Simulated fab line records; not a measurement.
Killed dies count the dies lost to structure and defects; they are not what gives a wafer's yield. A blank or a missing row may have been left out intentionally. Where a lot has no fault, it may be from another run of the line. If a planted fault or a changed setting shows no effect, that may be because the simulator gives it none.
Matching of chambers	flow n5 finfet	N5_BEOL_M0_STRIP_140 on rie diel-01: 4 sister chambers
The step strips in CF4. 8 wafers are shown with their chamber, then 8 later ones without.

== WAFERS, EACH WITH ITS CHAMBER ==
wafer	chamber	showerhead plenum p Torr (Torr)	drypump motor current A (A)
L076.5	2	1.84	6.5
L079.1	2	1.84	6.4
L081.6	0	1.72	5.9
L082.3	1	1.83	5.8
L082.6	0	1.72	5.9
L089.3	1	1.82	5.8
L089.6	3	1.81	5.6
L092.1	3	1.81	5.6

== WAFERS WITHOUT THEIR CHAMBER ==
wafer	showerhead plenum p Torr (Torr)	drypump motor current A (A)
L092.2	1.71	5.9
L092.4	1.82	5.8
L091.1	1.71	5.9
L091.4	1.82	5.8
L091.5	1.80	5.6
L097.3	1.83	6.5
L097.4	1.80	5.6
L097.6	1.82	5.8

== WHICH CHAMBER EACH ONE RAN IN ==
wafer	from the rows above	in truth
L092.2	0	0
L092.4	1	1
L091.1	0	0
L091.4	1	1
L091.5	3	3
L097.3	2	2
L097.4	3	3
L097.6	1	1
8 of 8 placed correctly. Not placeable from these rows: 0. Number placed wrongly: 0.
How it was worked out, from the rows above alone: a wafer's distance from a chamber is the root of the sum, over the readings, of the square of ((its reading less the chamber's mean) divided by the reading's scatter). The wafer belongs to the nearest chamber; if the next one is less than 2 further off, it can't be placed. Each chamber's mean is taken over the wafers shown for it. How the scatter is found: for the shown wafers, subtract from each reading the mean of its chamber, square and add these, divide the total by (wafers less chambers), then take the root.
